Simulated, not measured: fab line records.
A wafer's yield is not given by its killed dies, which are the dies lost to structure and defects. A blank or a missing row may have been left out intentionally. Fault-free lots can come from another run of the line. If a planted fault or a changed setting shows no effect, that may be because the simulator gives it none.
Matching of chambers | flow n5-finfet | rie-diel-06 running N5_BEOL_M12_VIA_ETCH_16: 4 sister chambers
The step etches SiOC in C4F8/O2/Ar, target depth 724.8 nm. 8 wafers are shown with their chamber, then 7 later ones without.

WAFERS WITH THEIR CHAMBER
wafer  | chamber | showerhead-plenum-p-Torr (Torr) | oes-product-au (a.u.)
L365.4 | 2       | 3.26                            | 0.61
L365.5 | 2       | 3.25                            | 0.61
L366.6 | 0       | 3.59                            | 0.77
L367.2 | 1       | 3.35                            | 0.82
L367.5 | 3       | 3.48                            | 0.62
L367.6 | 0       | 3.59                            | 0.77
L369.1 | 1       | 3.34                            | 0.80
L369.3 | 3       | 3.47                            | 0.61

WAFERS WITH NO CHAMBER GIVEN
wafer  | showerhead-plenum-p-Torr (Torr) | oes-product-au (a.u.)
L369.4 | 3.47                            | 0.61
L380.3 | 3.64                            | 0.82
L380.4 | 3.33                            | 0.76
L380.6 | 3.57                            | 0.72
L381.2 | 3.64                            | 0.81
L381.3 | 3.33                            | 0.75
L381.5 | 3.64                            | 0.81

CHAMBER TAKEN BY EACH
wafer  | from the rows above | in truth
L369.4 | 3                   | 3
L380.3 | 0                   | 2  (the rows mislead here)
L380.4 | 1                   | 1
L380.6 | 0                   | 0
L381.2 | 0                   | 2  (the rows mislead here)
L381.3 | 1                   | 1
L381.5 | 0                   | 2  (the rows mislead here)
4 of 7 placed correctly. Not placeable from these rows: 0. Number placed wrongly: 3.
How it was worked out, from the rows above alone: a wafer's distance from a chamber is the root of the sum, over the readings, of the square of ((its reading less the chamber's mean) divided by the reading's scatter). If the next closest chamber is less than 2 further off than the closest, the wafer can't be placed; otherwise it belongs to the closest. The mean given for a chamber averages the wafers shown for that chamber. The scatter: the root of (the sum of the squares of (reading less its chamber's mean) over the shown wafers, divided by (wafers less chambers)).
